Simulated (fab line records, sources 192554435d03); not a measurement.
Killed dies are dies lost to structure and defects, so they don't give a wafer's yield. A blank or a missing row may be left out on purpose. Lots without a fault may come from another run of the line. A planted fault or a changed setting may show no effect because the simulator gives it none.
fab line records | flow n5_finfet
record lots=5 wafers=15 last_day=17
route steps=1938 shown BEOL_M5@1157
lots that met no fault: from a run of the same line without faults
start_h: hours from the record's first day to the start of the lot's first wafer shown | wait_h: hours since the lot's step before | " the same as in the row above | L1.1+2: a row that stands for several wafers | - no value, or no start given | * or withheld: withheld | < > ~ a bound
route shown NAME@n: a module of which the file shows steps, and the number in the route of the first | usual: mean/standard deviation of fault-free wafers | same: alike in all rows | chamber/n: place in a boat | sites: the reading at each site | _std_site: their standard deviation | _edge_site: outer sites' mean less inner sites' | radius_mm: how far each site lies from the wafer's centre | mask NAME#n: copy n | behind: the tool/chamber that last shaped the wafer | hold: why the lot was held/for how many hours/how that ended | device: the transistor (n, p or np) that didn't switch | end of line: the same wafers' tests at the end of the route | a step without rows: its recipe alone | killed: dies lost to structure and defects at the first sort, not the wafer's yield | map: a wafer's dies, x killed, . not, _ none there
set.NAME: the setting as run; set.NAME@STEP: as run at that earlier step | model.NAME: the simulator's own value behind a step, which no gauge read
lots at some steps of the route; a table a step, a row a wafer
services: from which hour (start_h, from the record's first day; less than 0 if before it) a tool's chamber was out of use, for how many hours, and why
## steps
# step N5_BEOL_M5_VIA_ETCH_34
# recipe chemistry=C4F6/O2 target=SiCOH_lowk target_depth_a=883 mask_material=SOC taper_deg=4 time_s=39.2 ion_energy_ev=250 pressure_mtorr=30 source_w=345 bias_w=185 Ar_flow_sccm=300 C4F6_flow_sccm=10 O2_flow_sccm=10
# usual drypump_motor_current_A=5.8/0.55 oes_product_au=0.81/0.066 rf_vpp_V=668/16 showerhead_plenum_p_Torr=2.87/0.073 throttle_valve_pct=20.88/0.3
# columns lot.wafer tool chamber start_h wait_h drypump_motor_current_A oes_product_au rf_hours_counter_h rf_vpp_V showerhead_plenum_p_Torr throttle_valve_pct
L079.2 rie_diel-04 0 207.92 0.0 6.5 0.69 240 687 2.92 21.04
L079.3 " 1 " " 5.6 0.76 122 636 2.87 20.91
L079.4 " 2 " " 6.5 0.74 - 652 2.77 21.42
L080.3 rie_diel-05 3 212.62 0.0 6.3 0.80 106 640 2.88 21.33
L080.4 " 0 " " 5.7 0.79 112 690 2.98 20.59
L080.5 " 1 " " 5.8 0.73 - 658 2.73 21.15
L088.2 rie_diel-01 3 251.76 0.0 5.2 0.84 69 664 2.88 21.10
L088.3 " 1 " " 5.5 0.85 90 669 2.86 20.40
L088.4 " 2 " " 5.4 0.90 34 679 2.80 20.92
L089.1 rie_diel-05 2 283.09 0.0 5.2 0.72 202 660 2.83 20.77
L089.2 " 1 " " 5.8 0.71 183 659 2.72 21.20
L089.6 " 0 " " 5.7 0.76 - 690 2.97 20.63
L094.1 rie_diel-01 3 303.43 0.0 5.2 0.82 85 662 2.88 21.09
L094.4 " 1 " " 5.5 0.83 103 669 2.86 20.40
L094.6 " 0 " " 6.7 0.81 - 680 2.97 20.78
# step N5_BEOL_M5_STRIP_85
# recipe chemistry=C4F6/O2 resist=SiARC rf_frequency_hz=6e+07
# columns lot.wafer tool chamber start_h wait_h
L079.2+3+4 rie_diel-04 0,1,2 207.95 0.0
L080.3+4+5 rie_diel-05 3,0,1 212.66 0.0
L088.2+3+4 rie_diel-01 3,1,2 251.80 0.0
L089.1+2+6 rie_diel-05 2,1,0 283.12 0.0
L094.1+4+6 rie_diel-01 3,1,0 303.46 0.0
# step N5_BEOL_M5_STRIP_36
# recipe chemistry=N2/H2 power_w=450 temp_c=40 pressure_mtorr=20 rf_frequency_hz=6e+07 overash_fraction=0.3 bias_power_w=7 h2_frac=0.5 n2_flow_sccm=200 h2_flow_sccm=200
# usual drypump_motor_current_A=5.8/0.55 oes_product_au=0.82/0.064 rf_vpp_V=59.2/1.4 showerhead_plenum_p_Torr=2.56/0.082 temp_c=39.99/0.12 throttle_valve_pct=23.73/0.26
# columns lot.wafer tool chamber start_h wait_h drypump_motor_current_A oes_product_au rf_hours_counter_h rf_vpp_V showerhead_plenum_p_Torr temp_c throttle_valve_pct
L079.2 rie_diel-04 0 207.96 0.0 6.5 0.70 240 61.2 2.62 39.85 23.91
L079.3 " 1 " " 5.6 0.78 122 59.0 2.56 39.95 24.05
L079.4 " 2 " " 6.5 0.75 - 57.1 2.44 40.13 24.02
L080.3 rie_diel-05 3 212.67 0.0 6.3 0.80 106 58.2 2.54 40.11 24.07
L080.4 " 0 " " 5.7 0.78 112 60.0 2.67 39.91 23.44
L080.5 " 1 " " 5.8 0.74 - 57.4 2.43 39.85 24.06
L088.2 rie_diel-01 3 251.81 0.0 5.2 0.83 69 60.8 2.56 40.29 23.87
L088.3 " 1 " " 5.5 0.85 90 59.0 2.57 39.85 23.33
L088.4 " 2 " " 5.3 0.89 34 61.0 2.47 40.01 23.63
L089.1 rie_diel-05 2 283.13 0.0 5.2 0.73 202 58.2 2.52 39.97 23.75
L089.2 " 1 " " 5.8 0.72 183 59.3 2.42 40.00 24.06
L089.6 " 0 " " 5.7 0.75 - 60.6 2.66 39.95 23.49
L094.1 rie_diel-01 3 303.47 0.0 5.2 0.80 85 59.4 2.56 40.02 23.88
L094.4 " 1 " " 5.5 0.82 104 60.5 2.57 39.92 23.36
L094.6 " 0 " " 6.7 0.83 - 57.2 2.69 40.06 23.72
# step N5_BEOL_M5_TRENCH_ETCH_37
# recipe chemistry=C4F6/O2 target_depth_a=716.52 target=SiCOH_lowk time_s=24.7 ion_energy_ev=250 pressure_mtorr=30 source_w=345 bias_w=185 Ar_flow_sccm=300 C4F6_flow_sccm=10 O2_flow_sccm=10
# usual drypump_motor_current_A=5.8/0.55 oes_product_au=0.82/0.066 rf_vpp_V=668/16 showerhead_plenum_p_Torr=2.87/0.073 throttle_valve_pct=20.92/0.3
# columns lot.wafer tool chamber start_h wait_h drypump_motor_current_A oes_product_au rf_hours_counter_h rf_vpp_V showerhead_plenum_p_Torr throttle_valve_pct
L079.2 rie_diel-04 0 - - 6.5 0.69 240 687 2.92 21.09
L079.3 " 1 " " 5.6 0.76 122 635 2.87 20.94
L079.4 " 2 " " 6.4 0.74 - 653 2.77 21.48
L080.3 rie_diel-05 3 - - 6.3 0.80 106 640 2.88 21.39
L080.4 " 0 " " 5.7 0.80 112 690 2.98 20.64
L080.5 " 1 " " 5.8 0.73 - 657 2.73 21.20
L088.2 rie_diel-01 3 - - 5.2 0.84 69 664 2.88 21.13
L088.3 " 1 " " 5.5 0.85 90 668 2.86 20.43
L088.4 " 2 " " 5.4 0.90 34 678 2.80 20.99
L089.1 rie_diel-05 2 - - 5.2 0.72 202 658 2.83 20.82
L089.2 " 1 " " 5.8 0.72 183 656 2.72 21.24
L089.6 " 0 " " 5.7 0.76 - 690 2.97 20.67
L094.1 rie_diel-01 3 - - 5.2 0.81 85 664 2.88 21.13
L094.4 " 1 " " 5.5 0.83 104 666 2.86 20.44
L094.6 " 0 " " 6.7 0.81 - 682 2.97 20.81
# step N5_BEOL_M5_ETCH_41
# recipe chemistry=CH3F/O2 target=SiCN target_depth_a=315 taper_deg=2 time_s=56.7 ion_energy_ev=120 mask_material=TiN pressure_mtorr=30 source_w=395 bias_w=75 Ar_flow_sccm=150 CH3F_flow_sccm=30 O2_flow_sccm=20
# usual drypump_motor_current_A=5.8/0.55 oes_product_au=0.82/0.066 rf_vpp_V=297.7/1.5 showerhead_plenum_p_Torr=2.02/0.055 throttle_valve_pct=16.29/0.27
# columns lot.wafer tool chamber start_h wait_h drypump_motor_current_A oes_product_au rf_hours_counter_h rf_vpp_V showerhead_plenum_p_Torr throttle_valve_pct
L079.2 rie_diel-04 0 - - 6.5 0.68 240 299.5 2.05 16.53
L079.3 " 1 " " 5.6 0.77 122 298.6 2.02 16.34
L079.4 " 2 " " 6.5 0.74 - 296.3 1.94 16.77
L080.3 rie_diel-05 3 - - 6.3 0.79 106 299.0 2.02 16.68
L080.4 " 0 " " 5.7 0.78 112 300.2 2.10 16.04
L080.5 " 1 " " 5.8 0.72 - 294.5 1.91 16.58
L088.2 rie_diel-01 3 - - 5.2 0.84 69 298.4 2.03 16.49
L088.3 " 1 " " 5.5 0.85 90 295.8 2.02 15.87
L088.4 " 2 " " 5.3 0.89 34 297.2 1.96 16.29
L089.1 rie_diel-05 2 - - 5.2 0.71 202 296.4 1.99 16.24
L089.2 " 1 " " 5.8 0.71 183 295.4 1.91 16.60
L089.6 " 0 " " 5.7 0.76 - 299.7 2.09 16.10
L094.1 rie_diel-01 3 - - 5.2 0.82 85 298.1 2.02 16.50
L094.4 " 1 " " 5.5 0.83 104 296.8 2.01 15.90
L094.6 " 0 " " 6.7 0.83 - 298.3 2.09 16.23
# step N5_BEOL_M5_STRIP_91
# recipe chemistry=N2/H2 time_s=10 power_w=450 temp_c=40 pressure_mtorr=20 rf_frequency_hz=6e+07 bias_power_w=7 n2_flow_sccm=200 h2_flow_sccm=200
# usual drypump_motor_current_A=5.8/0.55 oes_product_au=0.82/0.065 rf_vpp_V=59.2/0.87 showerhead_plenum_p_Torr=2.56/0.082 temp_c=40.01/0.11 throttle_valve_pct=23.73/0.26
# columns lot.wafer tool chamber start_h wait_h drypump_motor_current_A oes_product_au rf_hours_counter_h rf_vpp_V showerhead_plenum_p_Torr temp_c throttle_valve_pct
L079.2 rie_diel-04 0 - - 6.5 0.70 240 58.5 2.62 40.11 23.93
L079.3 " 1 " " 5.6 0.78 122 59.5 2.56 39.87 24.05
L079.4 " 2 " " 6.5 0.74 - 57.0 2.44 40.22 24.04
L080.3 rie_diel-05 3 - - 6.3 0.79 106 57.5 2.54 40.05 24.08
L080.4 " 0 " " 5.7 0.78 112 58.7 2.66 40.06 23.44
L080.5 " 1 " " 5.8 0.72 - 57.7 2.43 39.99 24.03
L088.2 rie_diel-01 3 - - 5.2 0.83 69 59.7 2.56 40.02 23.87
L088.3 " 1 " " 5.5 0.84 90 59.6 2.57 40.00 23.34
L088.4 " 2 " " 5.3 0.89 34 60.0 2.47 40.01 23.61
L089.1 rie_diel-05 2 - - 5.2 0.73 202 58.5 2.52 40.08 23.73
L089.2 " 1 " " 5.8 0.71 183 59.2 2.42 39.99 24.06
L089.6 " 0 " " 5.7 0.76 - 59.3 2.66 40.10 23.48
L094.1 rie_diel-01 3 - - 5.2 0.82 85 58.4 2.56 40.04 23.88
L094.4 " 1 " " 5.5 0.84 104 60.4 2.57 40.12 23.38
L094.6 " 0 " " 6.7 0.83 - 60.2 2.69 40.13 23.71
# step N5_BEOL_M5_OCD_MEAS_38
# usual trench_depth_nm=72.2/1.6
# columns lot.wafer tool chamber start_h wait_h trench_depth_nm
L079.2 ocd-01 - 208.16 - 70.9
L079.3 " - " " 70.7
L079.4 " - " " 71.2
L080.3 ocd-02 - 212.86 - 72.2
L080.4 " - " " 73.7
L080.5 " - " " 69.9
L088.2 ocd-02 - 252.00 - 76.1
L088.3 " - " " 73.7
L088.4 " - " " 72.6
L089.1 ocd-02 - 283.33 - 71.7
L089.2 " - " " 70.5
L089.6 " - " " 72.4
L094.1 ocd-02 - 303.67 - 74.9
L094.4 " - " " 72.5
L094.6 " - " " 70.4
# step N5_BEOL_M5_HM_STRIP_39
# recipe chemistry=peroxide_tin_strip material=TiN target_depth_a=250 temp_c=50 time_s=158
# usual temp_c=49.99/0.12
# columns lot.wafer tool chamber start_h wait_h temp_c
L079.2 wet_bench-05 1 208.19 0.0 49.87
L079.3 " 2 " " 49.97
L079.4 " 0 " " 50.16
L080.3 wet_bench-05 6 212.89 0.0 50.05
L080.4 " 0 " " 49.77
L080.5 " 7 " " 49.82
L088.2 wet_bench-05 3 252.03 0.0 49.94
L088.3 " 1 " " 49.89
L088.4 " 7 " " 49.90
L089.1 wet_bench-04 0 283.36 0.0 49.95
L089.2 " 7 " " 49.94
L089.6 " 2 " " 50.08
L094.1 wet_bench-05 2 303.70 0.0 50.00
L094.4 " 6 " " 50.00
L094.6 " 0 " " 49.97
# step N5_BEOL_M5_SRD_40
# recipe time_s=30 temp_c=23 rinse_liquid=diw dry=ipa_marangoni
# usual temp_c=23.00/0.094
# columns lot.wafer tool chamber start_h wait_h temp_c
L079.2 wet_bench-05 1 208.23 0.0 23.05
L079.3 " 2 " " 22.96
L079.4 " 0 " " 22.97
L080.3 wet_bench-05 6 212.94 0.0 22.94
L080.4 " 0 " " 23.05
L080.5 " 7 " " 23.07
L088.2 wet_bench-05 3 252.08 0.0 22.89
L088.3 " 1 " " 22.91
L088.4 " 7 " " 22.92
L089.1 wet_bench-04 0 283.41 0.0 23.24
L089.2 " 7 " " 22.91
L089.6 " 2 " " 23.06
L094.1 wet_bench-05 2 303.75 0.0 22.96
L094.4 " 6 " " 22.89
L094.6 " 0 " " 22.93
# step N5_BEOL_M5_PRECLEAN_42
# recipe chemistry=residue_remover time_s=60 temp_c=40
# usual temp_c=40.02/0.11
# columns lot.wafer tool chamber start_h wait_h temp_c
L079.2 wet_bench-05 1 208.25 0.0 40.08
L079.3 " 2 " " 39.89
L079.4 " 0 " " 39.90
L080.3 wet_bench-05 6 212.95 0.0 40.00
L080.4 " 0 " " 39.85
L080.5 " 7 " " 39.99
L088.2 wet_bench-05 3 252.10 0.0 39.91
L088.3 " 1 " " 39.78
L088.4 " 7 " " 40.10
L089.1 wet_bench-04 0 283.42 0.0 40.17
L089.2 " 7 " " 40.02
L089.6 " 2 " " 39.99
L094.1 wet_bench-05 2 303.76 0.0 40.24
L094.4 " 6 " " 39.96
L094.6 " 0 " " 39.94
# step N5_BEOL_M5_SRD_43
# recipe time_s=30 temp_c=23 rinse_liquid=diw dry=ipa_marangoni
# usual temp_c=23.01/0.11
# columns lot.wafer tool chamber start_h wait_h temp_c
L079.2 wet_bench-05 1 208.27 0.0 22.91
L079.3 " 2 " " 23.00
L079.4 " 0 " " 22.97
L080.3 wet_bench-05 6 212.97 0.0 23.10
L080.4 " 0 " " 23.00
L080.5 " 7 " " 23.04
L088.2 wet_bench-05 3 252.11 0.0 22.80
L088.3 " 1 " " 22.93
L088.4 " 7 " " 23.11
L089.1 wet_bench-04 0 283.44 0.0 23.04
L089.2 " 7 " " 23.13
L089.6 " 2 " " 22.97
L094.1 wet_bench-05 2 303.78 0.0 23.02
L094.4 " 6 " " 22.99
L094.6 " 0 " " 23.02
# step N5_BEOL_M5_CD_MEAS_35
# recipe target_cd_nm=28 target_cd_y_nm=24 polarity=opening
# usual cd_nm=27.8/0.35
# columns lot.wafer tool chamber start_h wait_h cd_nm
L079.2 cd_sem-02 - 208.31 0.0 27.0
L079.3 " - " " 27.4
L079.4 " - " " 27.4
L080.3 cd_sem-03 - 213.01 0.0 27.7
L080.4 " - " " 27.9
L080.5 " - " " 27.5
L088.2 cd_sem-03 - 252.15 0.0 28.3
L088.3 " - " " 27.4
L088.4 " - " " 28.2
L089.1 cd_sem-01 - 283.48 0.0 27.6
L089.2 " - " " 27.9
L089.6 " - " " 27.5
L094.1 cd_sem-01 - 303.82 0.0 27.5
L094.4 " - " " 27.5
L094.6 " - " " 27.9
# step N5_BEOL_M5_CURE_80
# recipe temp_c=370 time_s=120 ambient=DMADMS/He material=SiCOH_lowk
# usual lamp_power_pct=52.32/0.05 wafer_temp_C_max=371.7/0.7
# columns lot.wafer tool chamber start_h wait_h lamp_power_pct wafer_temp_C_max
L079.2 uv_cure-03 2 208.40 0.1 52.34 372.4
L079.3 " 2 " " 52.25 371.5
L079.4 " 2 " " 52.36 372.6
L080.3 uv_cure-02 2 213.15 0.1 52.31 371.4
L080.4 " 2 " " 52.44 371.6
L080.5 " 2 " " 52.35 372.0
L088.2 uv_cure-02 0 252.24 0.1 52.32 371.0
L088.3 " 0 " " 52.42 371.0
L088.4 " 0 " " 52.24 371.2
L089.1 uv_cure-01 0 283.52 0.0 52.28 372.4
L089.2 " 0 " " 52.26 372.5
L089.6 " 0 " " 52.26 372.5
L094.1 uv_cure-02 2 303.98 0.2 52.37 371.9
L094.4 " 2 " " 52.34 371.1
L094.6 " 2 " " 52.32 371.1
# step N5_BEOL_M5_DEGAS_44
# recipe ambient=vacuum temp_c=250 time_s=60
# usual heater_power_w=333/34
# columns lot.wafer tool chamber start_h wait_h heater_power_w
L079.2 pvd_sputter-02 - 209.37 0.9 286
L079.3 " - " " 281
L079.4 " - " " 342
L080.3 pvd_sputter-03 - 213.50 0.3 373
L080.4 " - " " 338
L080.5 " - " " 351
L088.2 pvd_sputter-02 - 252.56 0.3 309
L088.3 " - " " 289
L088.4 " - " " 283
L089.1 pvd_sputter-03 - 284.01 0.4 336
L089.2 " - " " 328
L089.6 " - " " 321
L094.1 pvd_sputter-03 - 304.30 0.3 320
L094.4 " - " " 348
L094.6 " - " " 342
# step N5_BEOL_M5_PRE_CLEAN_45
# recipe gas=H2/He time_s=30 temp_c=250
# usual heater_power_w=333/34
# columns lot.wafer tool chamber start_h wait_h heater_power_w
L079.2 pvd_sputter-02 - 209.41 0.0 281
L079.3 " - " " 285
L079.4 " - " " 341
L080.3 pvd_sputter-03 - 213.54 0.0 375
L080.4 " - " " 341
L080.5 " - " " 345
L088.2 pvd_sputter-02 - 252.60 0.0 308
L088.3 " - " " 294
L088.4 " - " " 281
L089.1 pvd_sputter-03 - 284.05 0.0 340
L089.2 " - " " 321
L089.6 " - " " 328
L094.1 pvd_sputter-03 - 304.34 0.0 323
L094.4 " - " " 341
L094.6 " - " " 346
# step N5_BEOL_M5_ALD_86
# recipe material=TaN target_thk_a=* temp_c=275 ald_precursor_family=PDMAT ald_co_reactant=NH3 pressure_torr=3 carrier_flow_sccm=1500 pulse_time_s=2 purge_time_s=3 co_reactant_purge_time_s=2 co_reactant_pulse_time_s=3 ald_cycles=30 precursor_vessel_temp_c=75 precursor_vessel_pressure_torr=26.25 precursor_vessel_carrier_sccm=1000
# usual heater_power_w=407/42
# columns lot.wafer tool chamber start_h wait_h heater_power_w
L079.2 ald_metal-02 3 209.47 0.0 373
L079.3 " 1 " " 388
L079.4 " 2 " " 399
L080.3 ald_metal-02 1 213.71 0.1 383
L080.4 " 2 " " 391
L080.5 " 1 " " 375
L088.2 ald_metal-02 1 252.68 0.1 376
L088.3 " 2 " " 400
L088.4 " 0 " " 445
L089.1 ald_metal-02 3 284.11 0.0 369
L089.2 " 1 " " 386
L089.6 " 2 " " 403
L094.1 ald_metal-03 1 304.40 0.0 374
L094.4 " 3 " " 409
L094.6 " 0 " " 403
# step N5_BEOL_M5_SURFACE_TREAT_87
# recipe gas=Ar time_s=* ion_energy_ev=* ion_current_ma_cm2=0.5 pressure_mtorr=* ar_flow_sccm=30
# usual throttle_valve_pct=*
# columns lot.wafer tool chamber start_h wait_h throttle_valve_pct
L079.2 pvd_sputter-01 - 209.75 0.2 *
L079.3 " - " " *
L079.4 " - " " *
L080.3 pvd_sputter-03 - 213.94 0.1 *
L080.4 " - " " *
L080.5 " - " " *
L088.2 pvd_sputter-01 - 253.07 0.3 *
L088.3 " - " " *
L088.4 " - " " *
L089.1 pvd_sputter-03 - 284.39 0.2 *
L089.2 " - " " *
L089.6 " - " " *
L094.1 pvd_sputter-03 - 304.63 0.1 *
L094.4 " - " " *
L094.6 " - " " *
# step N5_BEOL_M5_CVD_47
# recipe material=Co target_thk_a=30 temp_c=withheld precursor=CCTBA/H2 pressure_torr=30 time_s=216
# columns lot.wafer tool chamber start_h wait_h
L079.2+3+4 cvd_co-02 2,1,0 209.81 0.0
L080.3+4+5 cvd_co-01 0,1,2 214.00 0.0
L088.2+3+4 cvd_co-01 1,2,2 253.36 0.3
L089.1+2+6 cvd_co-01 2,0,2 284.45 0.0
L094.1+4+6 cvd_co-01 1,2,0 304.86 0.2
# step N5_BEOL_M5_SPUTTER_48
# recipe material=Cu target_thk_a=150 temp_c=-20 chamber_pressure_pa=0.07 power_w=withheld time_s=27.62
# usual throttle_valve_pct=30.3/0.9
# columns lot.wafer tool chamber start_h wait_h throttle_valve_pct
L079.2 pvd_sputter-01 - 210.01 0.1 31.2
L079.3 " - " " 29.4
L079.4 " - " " 32.0
L080.3 pvd_sputter-02 - 214.25 0.2 29.4
L080.4 " - " " 29.1
L080.5 " - " " 29.5
L088.2 pvd_sputter-02 - 253.70 0.3 29.3
L088.3 " - " " 30.3
L088.4 " - " " 29.1
L089.1 pvd_sputter-01 - 284.95 0.4 31.7
L089.2 " - " " 29.4
L089.6 " - " " 30.4
L094.1 pvd_sputter-03 - 305.01 0.1 31.5
L094.4 " - " " 29.9
L094.6 " - " " 29.4
# step N5_BEOL_M5_ANNEAL_49
# recipe temp_c=400 time_s=1800 ambient=vacuum
# usual heater_power_w=818/89 susceptor_temp_C_max=401.0/0.34
# columns lot.wafer tool chamber start_h wait_h heater_power_w susceptor_temp_C_max
L079.2 pvd_sputter-01 - 210.09 0.0 708 401.2
L079.3 " - " " 984 400.7
L079.4 " - " " 861 400.9
L080.3 pvd_sputter-02 - 214.33 0.0 699 400.4
L080.4 " - " " 842 401.6
L080.5 " - " " 696 400.4
L088.2 pvd_sputter-02 - 253.78 0.0 716 401.0
L088.3 " - " " 765 400.9
L088.4 " - " " 843 401.3
L089.1 pvd_sputter-01 - 285.03 0.0 875 401.0
L089.2 " - " " 992 400.4
L089.6 " - " " 746 401.0
L094.1 pvd_sputter-03 - 305.09 0.0 945 401.2
L094.4 " - " " 804 401.5
L094.6 " - " " 865 400.9
# step N5_BEOL_M5_SPUTTER_81
# recipe material=Cu target_thk_a=150 temp_c=-20 chamber_pressure_pa=0.07 power_w=withheld time_s=27.62
# usual throttle_valve_pct=30.3/0.92
# columns lot.wafer tool chamber start_h wait_h throttle_valve_pct
L079.2 pvd_sputter-01 - 211.09 0.5 30.9
L079.3 " - " " 29.3
L079.4 " - " " 32.0
L080.3 pvd_sputter-02 - 215.33 0.5 29.3
L080.4 " - " " 29.1
L080.5 " - " " 29.7
L088.2 pvd_sputter-02 - 254.79 0.5 29.2
L088.3 " - " " 30.4
L088.4 " - " " 29.0
L089.1 pvd_sputter-01 - 286.03 0.5 31.8
L089.2 " - " " 29.6
L089.6 " - " " 30.6
L094.1 pvd_sputter-03 - 306.10 0.5 31.7
L094.4 " - " " 30.2
L094.6 " - " " 29.4
# step N5_BEOL_M5_ANNEAL_82
# recipe temp_c=400 time_s=1800 ambient=vacuum
# usual heater_power_w=819/87 susceptor_temp_C_max=401.0/0.33
# columns lot.wafer tool chamber start_h wait_h heater_power_w susceptor_temp_C_max
L079.2 pvd_sputter-01 - 211.17 0.0 707 401.4
L079.3 " - " " 976 400.4
L079.4 " - " " 878 401.0
L080.3 pvd_sputter-02 - 215.41 0.0 708 400.8
L080.4 " - " " 860 401.3
L080.5 " - " " 709 400.7
L088.2 pvd_sputter-02 - 254.87 0.0 729 401.2
L088.3 " - " " 780 401.3
L088.4 " - " " 876 401.4
L089.1 pvd_sputter-01 - 286.11 0.0 869 400.6
L089.2 " - " " 973 400.6
L089.6 " - " " 777 400.9
L094.1 pvd_sputter-03 - 306.18 0.0 930 400.5
L094.4 " - " " 802 401.6
L094.6 " - " " 893 400.8
# step N5_BEOL_M5_SPUTTER_83
# recipe material=Cu target_thk_a=150 temp_c=-20 chamber_pressure_pa=0.07 power_w=withheld time_s=27.62
# usual throttle_valve_pct=30.3/0.89
# columns lot.wafer tool chamber start_h wait_h throttle_valve_pct
L079.2 pvd_sputter-01 - 212.18 0.5 31.1
L079.3 " - " " 29.6
L079.4 " - " " 31.9
L080.3 pvd_sputter-02 - 216.42 0.5 29.7
L080.4 " - " " 29.2
L080.5 " - " " 29.9
L088.2 pvd_sputter-02 - 255.87 0.5 28.9
L088.3 " - " " 30.1
L088.4 " - " " 29.1
L089.1 pvd_sputter-01 - 287.12 0.5 32.1
L089.2 " - " " 29.5
L089.6 " - " " 30.5
L094.1 pvd_sputter-03 - 307.19 0.5 31.9
L094.4 " - " " 30.1
L094.6 " - " " 29.4
# step N5_BEOL_M5_ANNEAL_84
# recipe temp_c=400 time_s=1800 ambient=vacuum
# usual heater_power_w=819/88 susceptor_temp_C_max=401.0/0.34
# columns lot.wafer tool chamber start_h wait_h heater_power_w susceptor_temp_C_max
L079.2 pvd_sputter-01 - 212.26 0.0 705 401.4
L079.3 " - " " 955 400.8
L079.4 " - " " 861 400.8
L080.3 pvd_sputter-02 - 216.50 0.0 695 400.5
L080.4 " - " " 855 401.0
L080.5 " - " " 717 400.3
L088.2 pvd_sputter-02 - 255.95 0.0 706 400.9
L088.3 " - " " 780 401.1
L088.4 " - " " 850 401.7
L089.1 pvd_sputter-01 - 287.20 0.0 870 401.1
L089.2 " - " " 995 400.8
L089.6 " - " " 764 401.0
L094.1 pvd_sputter-03 - 307.27 0.0 922 400.5
L094.4 " - " " 815 400.8
L094.6 " - " " 880 400.9
# step N5_BEOL_M5_SPUTTER_88
# recipe material=Cu target_thk_a=150 temp_c=-20 chamber_pressure_pa=0.07 power_w=withheld time_s=27.62
# usual throttle_valve_pct=30.3/0.91
# columns lot.wafer tool chamber start_h wait_h throttle_valve_pct
L079.2 pvd_sputter-01 - 213.27 0.5 31.0
L079.3 " - " " 29.4
L079.4 " - " " 31.8
L080.3 pvd_sputter-02 - 217.51 0.5 29.2
L080.4 " - " " 28.9
L080.5 " - " " 29.6
L088.2 pvd_sputter-02 - 256.96 0.5 29.5
L088.3 " - " " 30.3
L088.4 " - " " 29.0
L089.1 pvd_sputter-01 - 288.21 0.5 31.7
L089.2 " - " " 29.4
L089.6 " - " " 30.7
L094.1 pvd_sputter-03 - 308.27 0.5 31.5
L094.4 " - " " 30.1
L094.6 " - " " 29.6
# step N5_BEOL_M5_ANNEAL_89
# recipe temp_c=400 time_s=1800 ambient=vacuum
# usual heater_power_w=818/87 susceptor_temp_C_max=401.0/0.35
# columns lot.wafer tool chamber start_h wait_h heater_power_w susceptor_temp_C_max
L079.2 pvd_sputter-01 - 213.35 0.0 704 401.1
L079.3 " - " " 979 401.0
L079.4 " - " " 891 401.0
L080.3 pvd_sputter-02 - 217.59 0.0 706 400.5
L080.4 " - " " 855 401.4
L080.5 " - " " 716 400.5
L088.2 pvd_sputter-02 - 257.04 0.0 712 401.0
L088.3 " - " " 761 401.2
L088.4 " - " " 839 401.4
L089.1 pvd_sputter-01 - 288.29 0.0 857 400.9
L089.2 " - " " 967 400.9
L089.6 " - " " 765 400.9
L094.1 pvd_sputter-03 - 308.35 0.0 934 400.7
L094.4 " - " " 796 402.0
L094.6 " - " " 867 400.9
# step N5_BEOL_M5_SPUTTER_90
# recipe material=Cu target_thk_a=45 temp_c=-20 chamber_pressure_pa=0.07 power_w=withheld time_s=8.29
# usual throttle_valve_pct=30.3/0.89
# columns lot.wafer tool chamber start_h wait_h throttle_valve_pct
L079.2 pvd_sputter-01 - 214.35 0.5 30.9
L079.3 " - " " 29.6
L079.4 " - " " 31.8
L080.3 pvd_sputter-02 - 218.59 0.5 29.5
L080.4 " - " " 29.0
L080.5 " - " " 29.4
L088.2 pvd_sputter-02 - 258.05 0.5 29.3
L088.3 " - " " 30.3
L088.4 " - " " 29.0
L089.1 pvd_sputter-01 - 289.29 0.5 31.7
L089.2 " - " " 29.4
L089.6 " - " " 30.6
L094.1 pvd_sputter-03 - 309.36 0.5 31.4
L094.4 " - " " 30.3
L094.6 " - " " 29.3
# step N5_BEOL_M5_ECD_50
# recipe material=Cu target_thk_a=3000
# columns lot.wafer tool chamber start_h wait_h
L079.2+3+4 ecd_cu-02 1,1,0 214.47 0.1
L080.3+4+5 ecd_cu-02 0,1,1 218.73 0.1
L088.2+3+4 ecd_cu-02 1,1,0 258.16 0.1
L089.1+2+6 ecd_cu-02 0,1,0 289.41 0.1
L094.1+4+6 ecd_cu-01 0 309.48 0.1
# step N5_BEOL_M5_ANNEAL_51
# recipe temp_c=225 time_s=90 ambient=N2
# usual anneal_temp_c_max=225.91/0.23 wafer_temp_C_max=225.87/0.26
# columns lot.wafer tool chamber start_h wait_h anneal_temp_c_max wafer_temp_C_max
L079.2 rtp_anneal-02 0 214.60 0.1 225.72 225.57
L079.3 " 0 " " 225.76 225.71
L079.4 " 0 " " 226.24 225.88
L080.3 rtp_anneal-02 0 218.89 0.1 225.78 225.48
L080.4 " 0 " " 225.78 225.42
L080.5 " 0 " " 225.75 225.73
L088.2 rtp_anneal-02 0 258.30 0.1 225.71 225.88
L088.3 " 0 " " 225.98 225.51
L088.4 " 0 " " 225.80 225.61
L089.1 rtp_anneal-02 0 289.50 0.1 225.72 225.58
L089.2 " 0 " " 226.15 225.65
L089.6 " 0 " " 225.98 225.99
L094.1 rtp_anneal-01 0 309.56 0.1 226.04 226.28
L094.4 " 0 " " 225.91 226.23
L094.6 " 0 " " 226.14 226.31
## services
# columns tool chamber start_h hours kind
rie_diel-01 - 187.24 4.3 pm
rie_diel-04 3 202.30 - clean
rie_diel-04 3 202.30 - consumable_replace:focus_ring
rie_diel-04 3 202.30 28.8 scheduled_down
rie_diel-04 3 202.30 28.8 vent_cycle
rie_diel-01 - 206.39 0.5 repair
ecd_cu-02 - 206.87 0.3 repair
uv_cure-03 - 216.83 1.0 pm
uv_cure-02 - 232.01 1.0 pm
rtp_anneal-02 - 236.21 4.7 pm
uv_cure-02 - 238.47 9.2 pm
rie_diel-04 0 239.05 - clean
rie_diel-04 0 239.05 - consumable_replace:focus_ring
rie_diel-04 0 239.05 24.7 scheduled_down
ald_metal-03 - 259.98 8.7 pm
pvd_sputter-01 - 265.60 4.9 repair
ald_metal-03 1 272.93 4.8 repair
uv_cure-02 - 281.48 2.8 pm
rie_diel-01 1 286.80 6.7 repair
uv_cure-01 - 295.04 3.0 repair
rie_diel-05 0 300.39 21.1 repair
rie_diel-05 2 303.66 4.9 repair
cvd_co-02 - 304.18 6.9 pm
pvd_sputter-02 - 306.05 1.9 repair
## key
fault none
